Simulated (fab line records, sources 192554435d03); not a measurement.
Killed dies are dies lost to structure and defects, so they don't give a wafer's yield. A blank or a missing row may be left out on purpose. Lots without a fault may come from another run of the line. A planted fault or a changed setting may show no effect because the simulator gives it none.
Split-lot experiment | flow n5_finfet | 7 lots, 39 wafers read, on a route of 1938 steps

THE SPLIT
At N5_BEOL_M2_ILD_DEP_00 (deposits SiOC from DEMS/O2, target thk 79 nm, time 15.3 s), the setting time_s was moved away from the recipe's 15.3 s on 15 of the 39 wafers read, by -57.2% to +35.3%. The other wafers ran this setting at the recipe's value.

The file shows no step between the split and the reading.

THE READING
M2_ILD_THK, in nm, at N5_BEOL_M2_THK_MEAS_01. Fault-free wafers of this fab line usually give 78.7 nm, standard deviation 0.93 nm.

wafer  | tool, chamber at the split | time_s as run, s | against the recipe | M2_ILD_THK, nm | against lot-mates on the recipe
L076.1 | pecvd-03, 0                | 15.3             | recipe             | 77.7           | -
L076.2 | pecvd-03, 2                | 15.3             | recipe             | 77.9           | -
L076.3 | pecvd-03, 1                | 15.3             | recipe             | 78.5           | -
L076.4 | pecvd-03, 2                | 15.3             | recipe             | 80.3           | -
L076.5 | pecvd-03, 1                | 15.3             | recipe             | 78.6           | -
L076.6 | pecvd-03, 0                | 15.3             | recipe             | 79.2           | -
L079.1 | pecvd-03, 1                | 6.549            | -57.2%             | 32.9           | -46.1
L079.2 | pecvd-03, 0                | 15.3             | recipe             | 78.0           | -
L079.3 | pecvd-03, 2                | 6.549            | -57.2%             | 33.6           | -45.4
L079.4 | pecvd-03, 2                | 15.3             | recipe             | 79.6           | -
L079.5 | pecvd-03, 1                | 15.3             | recipe             | 79.5           | -
L079.6 | pecvd-03, 0                | 6.549            | -57.2%             | 33.3           | -45.7
L083.2 | pecvd-03, 2                | 15.3             | recipe             | 78.9           | -
L083.5 | pecvd-03, 0                | 15.3             | recipe             | 78.5           | -
L083.6 | pecvd-03, 1                | 15.3             | recipe             | 79.7           | -
L088.1 | pecvd-03, 2                | 15.3             | recipe             | 78.4           | -
L088.2 | pecvd-03, 0                | 19.88            | +29.9%             | 100.2          | +21.3
L088.3 | pecvd-03, 1                | 19.88            | +29.9%             | 100.2          | +21.3
L088.4 | pecvd-03, 0                | 19.88            | +29.9%             | 102.7          | +23.8
L088.5 | pecvd-03, 1                | 15.3             | recipe             | 79.0           | -
L088.6 | pecvd-03, 2                | 15.3             | recipe             | 79.2           | -
L092.1 | pecvd-02, 2                | 15.3             | recipe             | 77.3           | -
L092.2 | pecvd-02, 0                | 15.3             | recipe             | 78.2           | -
L092.3 | pecvd-02, 1                | 15.3             | recipe             | 78.6           | -
L092.4 | pecvd-02, 2                | 8.275            | -45.9%             | 42.9           | -35.1
L092.5 | pecvd-02, 1                | 8.275            | -45.9%             | 43.8           | -34.2
L092.6 | pecvd-02, 0                | 8.275            | -45.9%             | 42.0           | -36.0
L095.1 | pecvd-01, 0                | 15.3             | recipe             | 79.0           | -
L095.2 | pecvd-01, 1                | 20.7             | +35.3%             | 104.5          | +24.9
L095.3 | pecvd-01, 2                | 20.7             | +35.3%             | 106.3          | +26.7
L095.4 | pecvd-01, 1                | 20.7             | +35.3%             | 106.5          | +26.9
L095.5 | pecvd-01, 0                | 15.3             | recipe             | 80.3           | -
L095.6 | pecvd-01, 2                | 15.3             | recipe             | 79.4           | -
L097.1 | pecvd-01, 1                | 15.3             | recipe             | 76.8           | -
L097.2 | pecvd-01, 2                | 15.3             | recipe             | 77.7           | -
L097.3 | pecvd-01, 0                | 8.984            | -41.3%             | 46.0           | -31.5
L097.4 | pecvd-01, 2                | 15.3             | recipe             | 77.9           | -
L097.5 | pecvd-01, 0                | 8.984            | -41.3%             | 47.0           | -30.5
L097.6 | pecvd-01, 1                | 8.984            | -41.3%             | 45.3           | -32.2

THE FIT
A straight line over all 39 wafers: M2_ILD_THK changes by +0.78 nm for each +1% of time_s; r = +1.00; the points scatter about the line by 0.94 nm.
The same after taking each lot's own level away (the mean of its wafers on the recipe; 39 wafers): +0.769 nm for each +1%; r = +1.00; scatter 0.94 nm.
On that fit, the largest move of time_s shifts the reading by 44 nm.
The lots' own levels span 77.47 to 79.57 nm, that is 2.3 times the standard deviation above.
So the lot-to-lot level changes the slope little: the two slopes agree.
Check: with one of the wafers moved furthest among these (-57.2%) left out of the fit, the line predicts -43.9 nm for it against its lot-mates. It came out at -46.1 nm against them.

OTHER SPLITS ON THESE WAFERS
These wafers also went through other splits before the reading. Each is held against what the fit with the lots' levels taken away leaves over:
other split on the same wafers              | wafers away from the commonest value | r with M2_ILD_THK (lot level and that fit taken away)
N5_BEOL_M0_SAQP_SPACER2_ALD_26 target_thk_a | 9                                    | +0.07

THE WHOLE CHAIN: every reading that the file lists as answering this split, in the file's order
step                   | what it does                                              | reading                                                                            | change (the file's fit)               | r (the file's)
N5_BEOL_M2_ILD_DEP_00  | deposits SiOC from DEMS/O2, target thk 79 nm, time 15.3 s | SiOC_of_BEOL_M2_ILD_DEP_00.thk_nm (the simulator's own value, which no gauge read) | +0.771 nm for each +1% of the setting | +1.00
N5_BEOL_M2_THK_MEAS_01 |                                                           | M2_ILD_THK                                                                         | +0.771 for each +1% of the setting    | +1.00

THE FILE'S OWN FIT
M2_ILD_THK changes by +0.771 nm for each +1% of time_s, r = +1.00.
